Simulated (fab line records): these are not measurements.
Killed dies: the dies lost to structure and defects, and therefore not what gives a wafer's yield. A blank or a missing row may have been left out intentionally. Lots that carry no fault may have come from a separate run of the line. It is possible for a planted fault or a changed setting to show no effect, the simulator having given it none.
Chamber matching || flow n5-finfet || N5_MOL_CONTACT_COAG_ETCH_105 on rie-diel-05: 4 sister chambers
The step etches SiARC in CF4, target depth 15.6 nm, time 26 s. 4 wafers are shown with their chamber, then 8 later ones without.

== WAFERS, EACH WITH ITS CHAMBER ==
{"wafer": "L085.1", "chamber": 1, "drypump-motor-current-A (A)": 5.8}
{"wafer": "L090.2", "chamber": 2, "drypump-motor-current-A (A)": 6.1}
{"wafer": "L090.4", "chamber": 3, "drypump-motor-current-A (A)": 6.6}
{"wafer": "L093.3", "chamber": 0, "drypump-motor-current-A (A)": 5.7}

== WAFERS WITHOUT THEIR CHAMBER ==
{"wafer": "L093.4", "drypump-motor-current-A (A)": 5.8}
{"wafer": "L093.6", "drypump-motor-current-A (A)": 5.7}
{"wafer": "L095.3", "drypump-motor-current-A (A)": 6.1}
{"wafer": "L095.5", "drypump-motor-current-A (A)": 5.8}
{"wafer": "L095.6", "drypump-motor-current-A (A)": 5.7}
{"wafer": "L097.4", "drypump-motor-current-A (A)": 5.8}
{"wafer": "L097.5", "drypump-motor-current-A (A)": 5.8}
{"wafer": "L097.6", "drypump-motor-current-A (A)": 5.6}

== WHICH CHAMBER EACH WENT THROUGH ==
{"wafer": "L093.4", "from the rows above": 1, "in truth": 1}
{"wafer": "L093.6", "from the rows above": 0, "in truth": 0}
{"wafer": "L095.3", "from the rows above": 2, "in truth": 2}
{"wafer": "L095.5", "from the rows above": 1, "in truth": 1}
{"wafer": "L095.6", "from the rows above": 0, "in truth": 0}
{"wafer": "L097.4", "from the rows above": 1, "in truth": 1}
{"wafer": "L097.5", "from the rows above": 1, "in truth": 1}
{"wafer": "L097.6", "from the rows above": 0, "in truth": 0}
Correctly placed: 8 of 8. From these rows, 0 cannot be placed. Wrongly placed: 0.
How it was worked out, from the rows above alone: a wafer's distance from a chamber is the root of the sum, over the readings, of the square of ((its reading less the chamber's mean) divided by the reading's scatter). The wafer belongs to the nearest chamber; if the next one is less than 2 further off, it can't be placed. The mean given for a chamber averages the wafers shown for that chamber. The scatter (one wafer shown for each chamber): square how far every hidden wafer sits from the nearest shown wafer, average those squares and take the square root.
